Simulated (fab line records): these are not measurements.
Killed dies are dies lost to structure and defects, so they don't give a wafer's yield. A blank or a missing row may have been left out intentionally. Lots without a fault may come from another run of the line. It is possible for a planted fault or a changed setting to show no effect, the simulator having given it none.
fab line records	flow nandHarc
[record] lots = 6	wafers = 18	lastDay = 24
route steps=1159 shown P_M1@299 P_M2@318 END@1159
lots that met no fault: taken from a fault-free run of the same line
startH: start of the lot's first displayed wafer, in hours after the record's first day	waitH: hours since the lot's step before	" the same as in the row above	L1.1+2: a single row standing in for several wafers	- no value, or no start was given	* or withheld: withheld	< > ~ a bound
route shown NAME@n: a module of which the file shows steps, and the number in the route of the first	usual: mean/standard deviation of fault-free wafers	same: alike in all rows	chamber/n: place in a boat	sites: per-site readings	_std_site: the values' standard deviation	_edge_site: mean of outer sites minus mean of inner sites	radiusMm: how far each site lies from the wafer's centre	mask NAME#n: copy n	behind: the tool/chamber that last shaped the wafer	hold: reason for holding the lot/hours on hold/outcome of the hold	device: names the non-switching transistor (n, p or np)	end of line: tests of these same wafers at the route's end	a step given without rows: its recipe and nothing more	killed: at the first sort, the dies lost to defects and structure; wafer yield is something else	map: dies across one wafer; x = killed, . = not, _ = none there
set.NAME: the run value of the setting; set.NAME@STEP: its run value at that earlier step	model.NAME: the simulator's own value behind a step, which no gauge read
certain route steps with their lots: each step a table, each wafer a row
services: a tool's chamber out of use, with start hour (startH, from the record's first day; less than 0 if before it), hours out, and reason
[[steps]]
[step NHARC_P_M1_ETCH_35]
[recipe] targetDepthA = 400	overetchA = 120	timeS = 43.94	ionEnergyEv = 200	n2FlowSccm = 150	h2FlowSccm = 150	arFlowSccm = 0	rfW = 400	biasW = 150	chemistry = N2/H2
[step NHARC_P_M1_ETCH_15]
[recipe] targetDepthA = 1825	timeS = 91.2	c4f8FlowSccm = withheld	arFlowSccm = 400	rfW = 600	biasW = 300	chemistry = C4F8/Ar
[usual] oesProductAu = 0.957/0.023	rfFwdPowerW = 595.5/2.6	rfVppV = 441.1/2.6
lot.wafer	tool	chamber	startH	waitH	oesProductAu	rfFwdPowerW	rfHoursCounterH	rfVppV
L739.3	rieDiel-11	0	-	-	0.984	593.5	3	441.8
L739.4	"	1	"	"	0.960	593.0	3	444.1
L739.6	"	2	"	"	0.966	600.6	-	439.3
L742.1	rieDiel-13	1	-	-	0.968	598.6	4	442.6
L742.5	"	0	"	"	0.977	593.2	-	438.9
L742.4	"	1	"	"	0.972	593.6	-	442.5
L752.2	rieDiel-09	0	-	-	0.947	594.7	9	438.1
L752.4	"	1	"	"	0.974	595.3	9	443.8
L752.6	"	3	"	"	0.961	596.3	-	443.5
L754.4	rieDiel-13	0	-	-	0.925	591.9	9	439.1
L754.1	"	1	"	"	0.932	594.9	10	442.2
L754.5	"	1	"	"	0.922	594.0	-	443.3
L753.3	rieDiel-13	3	-	-	0.931	595.6	8	444.4
L753.1	"	0	"	"	0.926	593.4	9	440.1
L753.2	"	1	"	"	0.935	589.3	10	443.3
L757.4	rieDiel-13	1	-	-	0.930	594.4	12	442.3
L757.5	"	3	"	"	0.914	598.1	-	443.7
L757.6	"	0	"	"	0.916	593.2	-	437.7
[step NHARC_P_M1_CD_MEAS_16]
[usual] cdNm = 130.0/0.52
lot.wafer	tool	chamber	startH	waitH	cdNm
L739.3	cdSem-03	-	139.52	-	130.1
L739.4	"	-	"	"	130.4
L739.6	"	-	"	"	130.2
L742.1	cdSem-03	-	142.15	-	129.8
L742.4	"	-	"	"	130.8
L742.5	"	-	"	"	130.4
L752.2	cdSem-03	-	219.53	-	129.8
L752.4	"	-	"	"	129.4
L752.6	"	-	"	"	130.0
L754.1	cdSem-03	-	229.23	-	130.3
L754.4	"	-	"	"	130.2
L754.5	"	-	"	"	130.1
L753.1	cdSem-01	-	229.83	-	129.6
L753.2	"	-	"	"	129.5
L753.3	"	-	"	"	130.1
L757.4	cdSem-01	-	243.39	-	130.5
L757.5	"	-	"	"	130.4
L757.6	"	-	"	"	130.1
[step NHARC_P_M1_STRIP_18]
[recipe] powerW = 1000	n2FlowSccm = 150	h2FlowSccm = 150	arFlowSccm = 0	biasW = 0	chemistry = N2/H2
[step NHARC_P_M1_ETCH_28]
[recipe] targetDepthA = 300	overEtchFrac = 0.3	timeS = 72.99	ionEnergyEv = 150	cf4FlowSccm = 50	n2FlowSccm = 100	arFlowSccm = 150	rfW = 300	biasW = 100	chemistry = CF4/N2
[step NHARC_P_M1_STRIP_19]
[recipe] timeS = 600	tempC = 30	chemistry = postEtchResidueRemover
[step NHARC_P_M1_DEGAS_29]
[recipe] tempC = 250	timeS = 60
[usual] heaterPowerW = 336/41
lot.wafer	tool	chamber	startH	waitH	heaterPowerW
L739.3	pvdSputter-03	-	140.23	-	395
L739.4	"	-	"	"	285
L739.6	"	-	"	"	404
L742.4	pvdSputter-02	-	142.86	-	310
L742.1	"	-	"	"	261
L742.5	"	-	"	"	306
L752.4	pvdSputter-01	-	220.25	-	305
L752.2	"	-	"	"	333
L752.6	"	-	"	"	318
L754.1	pvdSputter-01	-	229.96	-	303
L754.4	"	-	"	"	379
L754.5	"	-	"	"	304
L753.3	pvdSputter-02	-	230.56	-	377
L753.1	"	-	"	"	295
L753.2	"	-	"	"	268
L757.4	pvdSputter-02	-	244.12	-	268
L757.5	"	-	"	"	349
L757.6	"	-	"	"	390
[step NHARC_P_M1_PRE_CLEAN_30]
[recipe] timeS = 30	tempC = 280	gas = H2/He
[step NHARC_P_M1_PVD_20]
[recipe] targetThkA = 50	biasV = 168.6	powerW = 15000	chamberPressurePa = 0.12	timeS = 8.06	substrateTempC = 50	material = TaN
[step NHARC_P_M1_PVD_21]
[recipe] targetThkA = 300	chamberPressurePa = 5	powerW = 5000	substrateTempC = 30	timeS = 20.49	material = Cu
[step NHARC_P_M1_ECD_22]
[recipe] targetThkA = 4000	bathTempC = 25	material = Cu
[step NHARC_P_M1_ANNEAL_31]
[recipe] tempC = 225	timeS = 90
[step NHARC_P_M1_CMP_23]
[recipe] tOverpolishS = 20	targetThkNm = 157.82
[usual] edgeZonePressureFrac = 1.001/0.0052	motorCurrentA = 12.1/1.5	timeToEndpointS = 29.2/2.1
lot.wafer	tool	chamber	startH	waitH	edgeZonePressureFrac	motorCurrentA	timeToEndpointS
L739.3	cmp-02	2	141.33	-	1.002	10.6	30.9
L739.4	"	0	"	"	1.001	9.6	33.3
L739.6	"	3	"	"	1.006	10.5	28.4
L742.1	cmp-03	3	144.12	-	0.997	11.8	27.3
L742.4	"	1	"	"	0.997	11.1	30.5
L742.5	"	3	"	"	1.006	11.6	29.6
L752.2	cmp-02	3	221.38	-	0.994	10.1	26.2
L752.4	"	0	"	"	1.004	10.0	27.2
L752.6	"	2	"	"	0.997	11.4	26.7
L754.1	cmp-03	0	231.04	-	1.001	15.3	28.1
L754.4	"	2	"	"	1.009	13.0	30.9
L754.5	"	1	"	"	1.010	11.4	29.4
L753.2	cmp-02	0	231.63	-	1.004	9.9	28.6
L753.1	"	1	"	"	1.005	14.6	29.9
L753.3	"	2	"	"	0.999	11.3	28.6
L757.4	cmp-01	1	245.24	-	0.989	12.5	28.3
L757.5	"	3	"	"	1.009	10.9	31.3
L757.6	"	0	"	"	1.006	13.5	31.3
[step NHARC_P_M1_THK_MEAS_24]
[recipe] thkMeasGauge = xrf
[usual] thkNm = 157.9/1.4
lot.wafer	tool	chamber	startH	waitH	thkNm
L739.3	filmMetro-02	-	141.64	-	158.4
L739.4	"	-	"	"	158.3
L739.6	"	-	"	"	159.3
L742.1	filmMetro-01	-	144.43	-	156.5
L742.4	"	-	"	"	158.8
L742.5	"	-	"	"	156.2
L752.2	filmMetro-01	-	221.64	-	160.3
L752.4	"	-	"	"	159.5
L752.6	"	-	"	"	157.6
L754.1	filmMetro-01	-	231.37	-	157.3
L754.4	"	-	"	"	157.4
L754.5	"	-	"	"	157.2
L753.1	filmMetro-01	-	231.94	-	158.7
L753.2	"	-	"	"	159.7
L753.3	"	-	"	"	160.8
L757.4	filmMetro-01	-	245.51	-	156.3
L757.5	"	-	"	"	156.9
L757.6	"	-	"	"	156.2
[step NHARC_P_M1_SRD_25]
[step NHARC_P_M1_INSPECT_27]
[usual] rawDefectCount = 327/120
lot.wafer	tool	chamber	startH	waitH	rawDefectCount
L739.3	defectInspect-01	-	141.81	0.0	247
L739.4	"	-	"	"	434
L739.6	"	-	"	"	305
L742.1	defectInspect-02	-	144.59	0.0	131
L742.4	"	-	"	"	407
L742.5	"	-	"	"	196
L752.2	defectInspect-01	-	221.80	0.0	143
L752.4	"	-	"	"	226
L752.6	"	-	"	"	1468
L754.1	defectInspect-02	-	231.60	0.0	579
L754.4	"	-	"	"	287
L754.5	"	-	"	"	415
L753.1	defectInspect-02	-	232.10	0.0	268
L753.2	"	-	"	"	228
L753.3	"	-	"	"	1353
L757.4	defectInspect-01	-	245.66	0.0	474
L757.5	"	-	"	"	356
L757.6	"	-	"	"	446
[step NHARC_P_M1_PRE_CLEAN_32]
[recipe] timeS = 12	tempC = 370	rfPowerW = 300	gas = NH3
[usual] heaterPowerW = 603/73	rfFwdPowerW = 292.5/0.87
lot.wafer	tool	chamber	startH	waitH	heaterPowerW	rfFwdPowerW
L739.3	pecvd-01	1	141.90	0.1	558	291.9
L739.4	"	2	"	"	620	293.2
L739.6	"	1	"	"	551	292.1
L742.1	pecvd-04	2	144.67	0.1	628	293.4
L742.5	"	1	"	"	627	292.7
L742.4	"	2	"	"	627	292.5
L752.2	pecvd-01	1	222.01	0.2	566	292.9
L752.4	"	2	"	"	616	293.7
L752.6	"	0	"	"	691	292.0
L754.1	pecvd-02	2	231.68	0.1	690	292.5
L754.4	"	2	"	"	707	293.9
L754.5	"	0	"	"	554	293.8
L753.2	pecvd-04	1	232.25	0.1	606	293.4
L753.3	"	2	"	"	589	292.1
L753.1	"	0	"	"	732	291.7
L757.6	pecvd-02	1	245.79	0.1	523	293.4
L757.4	"	2	"	"	699	292.8
L757.5	"	0	"	"	535	292.6
[step NHARC_P_M1_DEP_33]
[recipe] targetThkA = 300	tempC = 370	targetThkNm = 30	pressureTorr = 3	flowSccm = 200	rfW = 450	material = SiCN
[usual] heaterPowerW = 546/75	rfFwdPowerW = 448.9/1.5
lot.wafer	tool	chamber	startH	waitH	heaterPowerW	rfFwdPowerW
L739.3	pecvd-01	1	142.04	0.1	489	448.1
L739.4	"	2	"	"	492	448.3
L739.6	"	1	"	"	471	449.5
L742.1	pecvd-04	2	144.78	0.1	521	452.1
L742.5	"	1	"	"	496	449.9
L742.4	"	2	"	"	526	451.4
L752.2	pecvd-01	1	222.15	0.1	522	449.4
L752.4	"	2	"	"	572	450.2
L752.6	"	0	"	"	615	450.2
L754.1	pecvd-02	2	231.79	0.1	627	448.1
L754.4	"	2	"	"	623	448.7
L754.5	"	0	"	"	495	450.2
L753.2	pecvd-04	1	232.33	0.1	532	451.2
L753.3	"	2	"	"	588	447.3
L753.1	"	0	"	"	615	448.1
L757.6	pecvd-02	1	245.96	0.2	431	448.8
L757.4	"	2	"	"	595	449.5
L757.5	"	0	"	"	449	447.6
[step NHARC_P_M2_DEP_00]
[recipe] targetThkA = 1825	targetThkNm = 182.5	tempC = withheld	pressureTorr = 5	flowSccm = 200	rfW = 600	material = SiOC
[step NHARC_P_M2_DEHYDRATE_01]
[recipe] tempC = 150	timeS = 120
[step NHARC_P_M2_HMDS_02]
[recipe] timeS = 30
[step NHARC_P_M2_COAT_34]
[recipe] tempC = 200	timeS = 65
[step NHARC_P_M2_COAT_03]
[recipe] spinRpm = 1500	resistThkNm = 90
[step NHARC_P_M2_SOFTBAKE_04]
[recipe] tempC = 105	timeS = 55
[step NHARC_P_M2_EBR_05]
[step NHARC_P_M2_EXPOSE_06]
[recipe] na = 1.35	targetCdNm = 170	doseMj = 80.78	maskId = P_M2
[step NHARC_P_M2_PEB_07]
[recipe] pebTempC = 100	pebTimeS = 65
[step NHARC_P_M2_DEVELOP_08]
[recipe] developTimeS = 35	devTempC = 23
[step NHARC_P_M2_CD_MEAS_09]
[recipe] targetCdNm = 170	landingEnergyEv = 500
[usual] cdNm = 170.0/0.47
lot.wafer	tool	chamber	startH	waitH	cdNm
L739.3	cdSem-03	0	143.34	-	169.9
L739.4	"	0	"	"	170.2
L739.6	"	0	"	"	170.2
L742.1	cdSem-02	0	145.97	-	170.5
L742.4	"	0	"	"	170.6
L742.5	"	0	"	"	170.3
L752.2	cdSem-03	0	223.44	-	169.7
L752.4	"	0	"	"	169.8
L752.6	"	0	"	"	170.1
L754.1	cdSem-03	0	232.93	-	169.7
L754.4	"	0	"	"	169.8
L754.5	"	0	"	"	169.1
L753.1	cdSem-03	0	233.58	-	170.0
L753.2	"	0	"	"	170.2
L753.3	"	0	"	"	170.6
L757.4	cdSem-02	0	246.94	-	170.4
L757.5	"	0	"	"	170.1
L757.6	"	0	"	"	170.2
[step NHARC_P_M2_OVL_MEAS_10]
[recipe] pitchNm = 340
[usual] overlayXNm = -0.2/0.92	overlayYNm = -0.2/0.78
lot.wafer	tool	chamber	startH	waitH	overlayXNm	overlayYNm
L739.3	overlay-01	-	143.42	-	0.1	-0.2
L739.4	"	-	"	"	0.0	0.9
L739.6	"	-	"	"	0.0	-0.5
L742.1	overlay-02	-	146.07	-	1.6	-1.2
L742.4	"	-	"	"	1.5	-1.6
L742.5	"	-	"	"	1.4	-0.9
L752.2	overlay-01	-	223.52	-	0.6	-0.8
L752.4	"	-	"	"	-0.1	-0.2
L752.6	"	-	"	"	0.2	-0.3
L754.1	overlay-01	-	233.01	-	-2.0	-0.5
L754.4	"	-	"	"	-2.1	-0.5
L754.5	"	-	"	"	-2.1	-0.4
L753.1	overlay-02	-	233.67	-	-0.1	0.1
L753.2	"	-	"	"	0.4	0.1
L753.3	"	-	"	"	0.3	0.6
L757.4	overlay-02	-	247.02	-	-0.1	0.0
L757.5	"	-	"	"	-0.2	0.0
L757.6	"	-	"	"	0.0	-0.4
[step NHARC_P_M2_INSPECT_11]
[usual] rawDefectCount = 4.4/2.3
lot.wafer	tool	chamber	startH	waitH	rawDefectCount
L739.3	defectInspect-01	-	143.46	0.0	6
L739.4	"	-	"	"	4
L739.6	"	-	"	"	2
L742.1	defectInspect-02	-	146.11	0.0	4
L742.4	"	-	"	"	5
L742.5	"	-	"	"	5
L752.2	defectInspect-01	-	223.56	0.0	5
L752.4	"	-	"	"	10
L752.6	"	-	"	"	1107
L754.1	defectInspect-02	-	233.05	0.0	3
L754.4	"	-	"	"	0
L754.5	"	-	"	"	2
L753.1	defectInspect-02	-	233.70	0.0	6
L753.2	"	-	"	"	3
L753.3	"	-	"	"	1166
L757.4	defectInspect-01	-	247.06	0.0	3
L757.5	"	-	"	"	7
L757.6	"	-	"	"	8
[step NHARC_P_M2_DESCUM_14]
[recipe] timeS = 3	o2FlowSccm = 200	arFlowSccm = 0	biasPowerW = 0	chemistry = O2
[usual] drypumpMotorCurrentA = 5.78/0.17	o2FlowSccm = 200.0/0.61	oesProductAu = 1.003/0.0084	rfVppV = 57.8/0.98	showerheadPlenumPTorr = 1.93/0.099	throttleValvePct = 11.311/0.01
lot.wafer	tool	chamber	startH	waitH	drypumpMotorCurrentA	o2FlowSccm	oesProductAu	rfHoursCounterH	rfVppV	showerheadPlenumPTorr	throttleValvePct
L739.3	rieDiel-06	0	143.53	0.1	5.67	199.5	0.995	3	56.2	1.80	11.304
L739.4	"	1	"	"	5.91	200.7	1.010	2	58.9	2.05	11.312
L739.6	"	3	"	"	5.96	199.9	1.001	-	56.9	1.99	11.316
L742.4	rieDiel-06	2	146.19	0.1	5.68	200.6	0.994	3	57.8	1.84	11.309
L742.1	"	3	"	"	5.98	199.8	0.993	3	59.0	1.99	11.293
L742.5	"	1	"	"	5.93	199.6	1.002	-	59.6	2.05	11.325
L752.4	rieDiel-06	3	223.64	0.1	5.94	200.5	0.993	6	58.1	1.99	11.301
L752.2	"	1	"	"	5.94	200.4	1.012	5	58.4	2.05	11.302
L752.6	"	3	"	"	5.94	200.8	0.994	-	57.5	1.99	11.335
L754.1	rieDiel-06	0	233.15	0.1	5.64	199.8	1.007	7	57.3	1.80	11.312
L754.4	"	1	"	"	5.93	200.1	1.017	-	57.1	2.05	11.309
L754.5	"	2	"	"	5.74	199.8	1.006	-	57.2	1.84	11.297
L753.3	rieDiel-06	1	233.76	0.1	5.92	200.0	1.012	6	57.4	2.05	11.319
L753.2	"	2	"	"	5.72	200.3	0.999	6	57.4	1.84	11.302
L753.1	"	0	"	"	5.64	199.9	1.011	7	57.0	1.80	11.320
L757.4	rieDiel-10	3	247.13	0.1	5.88	200.3	0.987	15	57.1	2.04	11.328
L757.6	"	2	"	"	6.02	200.2	0.993	-	58.6	1.98	11.325
L757.5	"	3	"	"	5.91	199.6	1.000	-	58.0	2.04	11.311
[step NHARC_END_SORT_01]
[recipe] tempC = 25
[usual] defectLimitedYield = 95.3/1.7	killedAtArray = 28/12	killedAtOther = 0.8/1.1	killedAtPeriphery = 3.6/2.3	killedDies = 32/12	killedOpen = 3.4/1.9	killedShort = 2.0/1.3	sort_bin_2_pct = 1.4/0.61	sort_bin_3_pct = 0.26/0.22	sort_bin_4_pct = 3.0/1.2	sortNPass = 645/12	sortRimYieldPct = 95.8/2.9	sortYieldPct = 95.3/1.7
[same] grossDies = 677	sort_bin_5_pct[%] = 0	sort_bin_6_pct[%] = 0	sort_bin_7_pct[%] = 0	sort_bin_8_pct[%] = 0	sortRimNGross = 106.00
lot.wafer	tool	chamber	startH	waitH	defectLimitedYield[%]	killedAtArray	killedAtOther	killedAtPeriphery	killedDies	killedOpen	killedShort	sort_bin_2_pct[%]	sort_bin_3_pct[%]	sort_bin_4_pct[%]	sortNPass	sortRimYieldPct[%]	sortYieldPct[%]
L739.3	prober-02	0	450.31	3.1	95.9	28	0	0	28	2	1	1.0	0.44	2.7	649	96.2	95.9
L739.4	prober-02	0	451.09	3.4	94.8	32	0	3	35	6	0	1.8	0	3.4	642	96.2	94.8
L739.6	prober-02	0	452.66	3.9	95.4	29	0	2	31	3	1	0.9	0.30	3.4	646	97.2	95.4
L742.1	prober-02	0	456.44	2.5	95.7	24	1	4	29	7	2	1.9	0.15	2.2	648	97.2	95.7
L742.4	prober-02	0	458.84	3.4	95.4	29	0	2	31	3	1	1.3	0.30	3.0	646	99.1	95.4
L742.5	prober-02	0	459.64	3.7	97.6	14	0	2	16	1	0	0.4	0	1.9	661	98.1	97.6
L752.6	prober-02	0	540.27	4.0	18.8	20	1	529	550	1	3	30.9	9.45	40.9	127	20.8	18.8
L754.1	prober-02	0	544.07	2.5	94.2	35	0	4	39	3	2	1.8	0.30	3.7	638	99.1	94.2
L754.4	prober-02	0	546.48	3.4	94.5	35	2	0	37	2	2	2.5	0.15	2.8	640	99.1	94.5
L754.5	prober-02	0	547.29	3.7	94.1	37	1	2	40	6	1	1.6	0.15	4.1	637	98.1	94.1
L753.1	prober-01	0	544.08	2.5	95.1	27	4	2	33	1	2	2.1	0.15	2.7	644	93.4	95.1
L753.2	prober-01	0	544.87	2.8	95.0	28	4	2	34	1	0	1.3	0.15	3.5	643	92.5	95.0
L753.3	prober-01	0	545.66	3.1	19.9	18	1	523	542	3	1	33.1	9.16	37.8	135	17.0	19.9
// killed by level:class
L739.3 A_CHANNEL_HOLE_D1:chamberFilmFlake=15 A_SLIT:chamberFilmFlake=5 A_CONTACT:chamberFilmFlake=4 A_CONTACT:geometricParticle:open=1 A_SOURCE_PLATE:geometricParticle:short=1 A_M0:geometricParticle:open=1 A_STAIRCASE:chamberFilmFlake=1
L739.4 A_CHANNEL_HOLE_D1:chamberFilmFlake=14 A_SLIT:chamberFilmFlake=9 P_STI:chamberFilmFlake=3 A_WL_FILL:geometricParticle:open=2 A_CONTACT:chamberFilmFlake=2 A_SGD_CUT:geometricParticle:open=1 A_CONTACT:geometricParticle:open=1 A_BLC:geometricParticle:open=1
L739.6 A_CHANNEL_HOLE_D1:chamberFilmFlake=12 A_SLIT:chamberFilmFlake=10 A_CONTACT:chamberFilmFlake=4 P_M0:geometricParticle:open=1 A_CHANNEL_FILL_D1:geometricParticle:open=1 A_M1:geometricParticle:short=1 A_M1:geometricParticle:open=1 P_ZERO_WELL:chamberFilmFlake=1
L742.1 A_SLIT:chamberFilmFlake=8 A_CONTACT:chamberFilmFlake=7 P_CONTACT:geometricParticle:open=2 A_WL_FILL:geometricParticle:open=2 A_CHANNEL_HOLE_D1:chamberFilmFlake=2 P_GATE:geometricParticle:open=1 A_ONON_D1:geometricParticle:short=1 A_ONON_D1:geometricParticle:open=1
L742.4 A_SLIT:chamberFilmFlake=18 A_CONTACT:chamberFilmFlake=7 P_STI:geometricParticle:open=1 A_ONON_D1:geometricParticle:open=1 A_CONTACT:geometricParticle:short=1 A_BLC:geometricParticle:open=1 P_STI:chamberFilmFlake=1 A_STAIRCASE:chamberFilmFlake=1
L742.5 A_SLIT:chamberFilmFlake=6 A_CONTACT:chamberFilmFlake=5 P_STI:chamberFilmFlake=2 A_SOURCE_PLATE:geometricParticle:open=1 A_CHANNEL_HOLE_D1:chamberFilmFlake=1 A_STAIRCASE:chamberFilmFlake=1
L752.6 P_M1:unspecified=523 A_SLIT:chamberFilmFlake=8 P_ZERO_WELL:chamberFilmFlake=4 A_STAIRCASE:chamberFilmFlake=4 A_WL_FILL:chamberFilmFlake=2 A_CHANNEL_HOLE_D1:chamberFilmFlake=2 P_CONTACT:geometricParticle:short=1 A_WL_FILL:geometricParticle:short=1
L754.1 A_SLIT:chamberFilmFlake=21 A_CHANNEL_HOLE_D1:chamberFilmFlake=7 A_M0:geometricParticle:open=2 P_GATE:chamberFilmFlake=2 A_CONTACT:chamberFilmFlake=2 P_GATE:geometricParticle:open=1 P_M1:geometricParticle:short=1 A_CHANNEL_FILL_D1:geometricParticle:short=1
L753.1 A_CHANNEL_HOLE_D1:chamberFilmFlake=16 A_CONTACT:chamberFilmFlake=6 A_STAIRCASE:chamberFilmFlake=3 HYBRID_BOND:chamberFilmFlake=2 A_CHANNEL_FILL_D1:geometricParticle:short=1 A_CONTACT:geometricParticle:short=1 THIN_TSV:geometricParticle:open=1 P_ZERO_WELL:chamberFilmFlake=1
L753.2 A_CHANNEL_HOLE_D1:chamberFilmFlake=21 A_CONTACT:chamberFilmFlake=4 HYBRID_BOND:chamberFilmFlake=2 THIN_TSV:chamberFilmFlake=2 A_CONTACT:geometricParticle:open=1 P_ZERO_WELL:chamberFilmFlake=1 P_GATE:chamberFilmFlake=1 A_ZERO_WELL:chamberFilmFlake=1
L753.3 P_M1:unspecified=523 A_CHANNEL_HOLE_D1:chamberFilmFlake=9 A_CONTACT:chamberFilmFlake=4 A_SGD_CUT:geometricParticle:open=1 A_WL_FILL:geometricParticle:short=1 A_WL_FILL:geometricParticle:open=1 A_M0:geometricParticle:open=1 A_STAIRCASE:chamberFilmFlake=1
L754.4 A_SLIT:chamberFilmFlake=14 A_CHANNEL_HOLE_D1:chamberFilmFlake=13 A_CHANNEL_FILL_D1:chamberFilmFlake=2 A_CONTACT:chamberFilmFlake=2 THIN_TSV:chamberFilmFlake=2 A_CHANNEL_FILL_D1:geometricParticle:short=1 A_SGD_CUT:geometricParticle:open=1 A_CONTACT:geometricParticle:short=1
L754.5 A_SLIT:chamberFilmFlake=17 A_CHANNEL_HOLE_D1:chamberFilmFlake=12 A_CONTACT:geometricParticle:open=2 A_CONTACT:chamberFilmFlake=2 P_GATE:geometricParticle:open=1 P_M0:geometricParticle:open=1 A_M0:geometricParticle:open=1 A_M1:geometricParticle:open=1
// map L752.6 (x killed, . not)
____________x____________
_________xxxxxx._________
_______xxxxxxxxx.x_______
______xx..x.xx.xxxx______
_____xxxxxxxx.xxxx.._____
____xxxxxxxxxxxxxxxxx____
____..xxxx.xxxxxxxxx.____
___x.xx...xxx.xxx.xxxx___
___xx.xx..x.xxxxxxxxxx___
__xxxxx.xxxxxx.xxxxxxxx__
__xxxxxxxxxx.xxxxxx..xx__
_x.xxxxxx.xxxxxx.xxxxx.x_
_xxxxx.x.xxxxxx.xxxxxxxx_
_xx.xx.xx.x.xxxxxx.x.xxx_
_.xxx.xxxx.x.xxxxxx..xxx_
_x.x.x..x.xx.xx.xxxxxxxx_
.xxx.xxx.xx.x.xx.xxxxxxxx
xxxxxx.xxxxxxxxxxxxx.xx..
xx.xxx.xxxxxx.xxxx.xxxxx.
.xxx.xx.xxxxxx.xxxx.xxxxx
xxxxxxxx..xxxxxxxxxxxxxx.
_xx..xxxxxxxxxxxxxx.xxxx_
_xx.xxx.xx.xxxx.xxxxxxx._
_xxxxxxxxxxxxxxxxxx.xxxx_
_.x.xxxxxxxxxxxx.xxx.xxx_
_xxxxxxxxxx.xxxxxx.x.xx._
__xxxxx..xxxxxxxxxxxxxx__
__xxx.xxx...xx...xx.xxx__
___xxxxxxx.xxx.xx.xxxx___
___x.xxx.xxx.xx.xxxxxx___
____xxxxxxxx.xxxxxxxx____
____xxx...xxxxxx.xxx.____
_____xxx..xxxxxxxx.x_____
______xxxxx.xx.xxxx______
_______xxxxx..xxx._______
_________xx..xxx_________
____________x____________
// map L753.3 (x killed, . not)
____________x____________
_________.xxxxxx_________
_______xxxx..x.xxx_______
______xxxxxxxxxxxx.______
_____xxxxxxx.x.x.xxx_____
____xxxxx.xx...xxx..x____
____xxxxx.x.xxx.xxxxx____
___xxx..xxxx.xxxx.xxxx___
___xxxx.xxxxxxxxxx.x..___
__xxxx.xxxxxxxxxxx.xxxx__
__x.xxxxx.xxxxxxxxxxxxx__
_x.xx.xx.xx.xxxxxxxx.xxx_
_xxxx..xx.xxxxxxxxxxxxxx_
_xxx...xxx.xxxxxxxxxxx.x_
_xxxx.xx..xxxx...xx.xxxx_
_..x.x..x.xxxxxx.xxxxx.x_
xxxxxxxxxxxxxxxxxxxxxx.xx
xxxxx.x.x...xxxxxx...x.xx
.xx.xxx.xxxxx.xxxx.xxxxxx
.xxxxxxxxx....x.x.xxx.xxx
xxx..x.xxxxxxxxxxxxxxxxxx
_xxx..xx.xxxxxx.xxxxx.xx_
_xxxxxxx.xxxxx.xx.xxxxxx_
_xxxxxxxxxxxx.xxxxxxx.xx_
_xxx.xxxxxx.xxxxxxxxxxxx_
_xxxx.xxxxx.xxxxxxxxx.xx_
__xxx.xxx.xxxxx.xxxxx.x__
__.xx.xxxxxxxxxx.xxxx.x__
___xx.xxxxxx...xxxxxxx___
___xx.xxxxxx.xx.xxx.xx___
____..xxxx.xx.xxxx.x.____
____x.xxxx.xxxx.xxx.x____
_____xxxxxxxx...xxxx_____
______x.xxxx.xxx.xx______
_______x..xxxx..xx_______
_________xxxxxxx_________
____________.____________
[[services]]
tool	chamber	startH	hours	kind
cmp-02	-	120.15	2.9	repair
rieDiel-06	2	127.75	8.4	repair
cmp-03	-	128.42	0.4	repair
cmp-02	-	128.50	4.0	pm
rieDiel-13	3	129.03	8.8	repair
pvdSputter-01	-	129.11	5.5	repair
rieDiel-13	2	131.68	11.2	repair
pecvd-02	0	135.89	16.4	repair
cmp-02	-	143.04	5.9	repair
cmp-02	-	150.94	0.2	repair
pecvd-02	-	153.00	13.0	pm
cmp-03	-	156.00	4.0	pm
pvdSputter-01	-	158.02	10.0	pm
pecvd-04	0	173.74	7.8	repair
rieDiel-06	1	183.30	7.1	repair
pecvd-04	-	195.22	13.0	pm
cmp-02	-	195.71	0.2	repair
cmp-02	-	202.01	1.8	repair
pecvd-02	2	203.38	2.1	repair
pvdSputter-02	-	214.00	10.0	pm
cmp-02	-	226.60	4.0	pm
rieDiel-06	3	227.15	13.6	repair
pecvd-01	-	237.05	13.0	pm
rieDiel-06	-	241.20	9.0	pm
[[key]]
[firstSign] step = NHARC_P_M1_INSPECT_27	reading = rawDefectCount	direction = up	sigmas = 9.1	usual = 327	struck = 1410
[effect] step = NHARC_P_M2_INSPECT_11	reading = rawDefectCount	direction = up	sigmas = 99+	usual = 4.4	struck = 1136.5
[effect] step = NHARC_END_SORT_01	reading = killedAtPeriphery	direction = up	sigmas = 99+	usual = 3.6	struck = 526
[moreKillsBornAt] NHARC_P_M1_CMP_23@cmp-02 = 1046
metAt NHARC_P_M1_CMP_23
struckWafers L752.6,L753.3
onsetBetween 141.33 221.38
[fault] kind = chamberParticleSource	tool = cmp-02	chamber = 2	onsetH = 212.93	steps = NHARC_P_M1_CMP_23	ratePerVisitCm2 = 1.7497	endH = 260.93
